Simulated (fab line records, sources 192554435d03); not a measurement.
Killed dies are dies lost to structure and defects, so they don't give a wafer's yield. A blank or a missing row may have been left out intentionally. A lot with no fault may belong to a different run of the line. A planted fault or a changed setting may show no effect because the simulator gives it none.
Split-lot experiment	flow n5_finfet	on a route of 1938 steps: 7 lots, 21 wafers read

## ABOUT THE SPLIT
At N5_BEOL_M3_ETCH_41 (etches SiCN in CH3F/O2, target depth 29.9 nm, time 52.5 s), the setting target_depth_a was moved away from the recipe's 299 angstrom on 10 of the 21 wafers read, by -8.4% to +7.0%. The other wafers ran this setting at the recipe's value.

Reading taken at the split's own step.

## THE READING
etch.depth_nm (the simulator's own value, which no gauge read), in nm, at N5_BEOL_M3_ETCH_41 (etches SiCN in CH3F/O2, target depth 29.9 nm, time 52.5 s). The file does not state a usual value for it. Across the 11 wafers here that went through the recipe, the average is 20.00 nm and the standard deviation 0.47 nm.

wafer	tool, chamber at the split	target_depth_a as run, angstrom	against the recipe	etch.depth_nm, nm	against lot-mates on the recipe
L074.2	rie_diel-03, 2	299	recipe	20.42	-
L074.3	rie_diel-03, 0	320	+7.0%	22.1	+1.68
L074.5	rie_diel-03, 3	320	+7.0%	21.71	+1.29
L078.2	rie_diel-06, 3	299	recipe	19.31	-
L078.4	rie_diel-06, 3	299	recipe	19.3	-
L078.5	rie_diel-06, 0	299	recipe	19.98	-
L082.1	rie_diel-06, 2	279.5	-6.5%	18.87	-1.26
L082.3	rie_diel-06, 0	279.5	-6.5%	18.79	-1.34
L082.5	rie_diel-06, 2	299	recipe	20.13	-
L088.3	rie_diel-06, 3	309.1	+3.4%	19.82	no lot-mate on the recipe
L088.4	rie_diel-06, 0	309.1	+3.4%	20.68	no lot-mate on the recipe
L088.6	rie_diel-06, 2	309.1	+3.4%	20.32	no lot-mate on the recipe
L094.1	rie_diel-04, 2	299	recipe	20.31	-
L094.5	rie_diel-04, 0	274	-8.4%	17.9	-2.28
L094.6	rie_diel-04, 1	299	recipe	20.05	-
L095.1	rie_diel-06, 1	299	recipe	19.88	-
L095.2	rie_diel-06, 3	299	recipe	20.03	-
L095.4	rie_diel-06, 2	299	recipe	19.57	-
L096.4	rie_diel-03, 2	275.4	-7.9%	19.28	-1.70
L096.5	rie_diel-03, 1	275.4	-7.9%	18.27	-2.71
L096.6	rie_diel-03, 2	299	recipe	20.98	-

THE FIT
A straight line over all 21 wafers: etch.depth_nm changes by +0.198 nm for each +1% of target_depth_a; r = +0.88; the points scatter about the line by 0.5 nm.
The same after taking each lot's own level away (the mean of its wafers on the recipe; 18 wafers): +0.24 nm for each +1%; r = +0.96; scatter 0.31 nm.
According to that fit, moving target_depth_a by its largest amount changes the reading by 2 nm.
Across the lots, their own levels run from 19.530 to 20.980 nm, a range of 3.1 times the standard deviation given above.
So the slope is not independent of the lot-to-lot level: the two fits are not the same.
Check: for one of the wafers moved furthest among these (-8.4%), held out of the fit, the line's prediction against its lot-mates is -1.99 nm. It came out at -2.28 nm against them.

## FURTHER SPLITS ON THESE WAFERS
Before the reading, these wafers also passed through other splits. Each is held against what the fit with the lots' levels taken away leaves over:
other split on the same wafers	wafers away from the commonest value	r with etch.depth_nm (lot level and that fit taken away)
N5_BEOL_M0_SAQP_COAT_34 spin_rpm	4	+0.16
N5_BEOL_M1_ILD_DEP_00 time_s	5	+0.34
N5_BEOL_M1_COAT_61 spin_rpm	7	-0.31
N5_BEOL_M2_ILD_DEP_00 time_s	7	-0.06
N5_BEOL_M3_ILD_DEP_00 time_s	11	+0.06
N5_BEOL_M3_PECVD_72 time_s	5	-0.12

## THE FILE'S OWN FIT
etch.depth_nm changes by +0.247 nm for each +1% of target_depth_a, r = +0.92.
